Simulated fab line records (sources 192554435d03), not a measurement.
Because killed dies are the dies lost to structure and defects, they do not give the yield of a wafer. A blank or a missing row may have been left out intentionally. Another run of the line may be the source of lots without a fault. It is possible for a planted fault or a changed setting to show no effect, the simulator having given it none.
Chamber matching | flow n5Finfet | N5_HKMG_FIN_ALD_21 on aldMetal-03 has 4 sister chambers
The step deposits TiN, target thk 1.5 nm, pulse time 1 s, purge time 3 s. 4 wafers are shown with their chamber, then 12 later ones without.

== WAFERS WITH THEIR CHAMBER ==
wafer  | chamber | heaterPowerW (W)
L087.5 | 2       | 868
L089.2 | 0       | 783
L089.3 | 1       | 942
L089.6 | 3       | 736

== WAFERS MISSING THEIR CHAMBER ==
wafer  | heaterPowerW (W)
L091.1 | 752
L091.4 | 799
L091.5 | 742
L092.1 | 776
L092.2 | 838
L092.4 | 754
L093.1 | 745
L093.3 | 847
L093.4 | 799
L096.1 | 769
L096.2 | 845
L096.3 | 971

== THE CHAMBER EACH PASSED THROUGH ==
wafer  | from the rows above     | in truth
L091.1 | can't be placed: 3 or 0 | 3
L091.4 | 0                       | 0
L091.5 | can't be placed: 3 or 0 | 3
L092.1 | can't be placed: 0 or 3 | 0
L092.2 | can't be placed: 2 or 0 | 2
L092.4 | can't be placed: 3 or 0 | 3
L093.1 | can't be placed: 3 or 0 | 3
L093.3 | 2                       | 2
L093.4 | 0                       | 0
L096.1 | can't be placed: 0 or 3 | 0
L096.2 | 2                       | 2
L096.3 | 1                       | 1
Placed correctly: 5 of 12. Cannot be placed on the basis of these rows: 7; the candidates contain the true chamber in 7. Number placed wrongly: 0.
How it was worked out, from the rows above alone: a wafer's distance from a chamber is the root of the sum, over the readings, of the square of ((its reading less the chamber's mean) divided by the reading's scatter). The wafer belongs to the nearest chamber; if the next one is less than 2 further off, it can't be placed. Each chamber's mean is taken over the wafers shown for it. The scatter (one wafer shown for each chamber): square how far every hidden wafer sits from the nearest shown wafer, average those squares and take the square root.
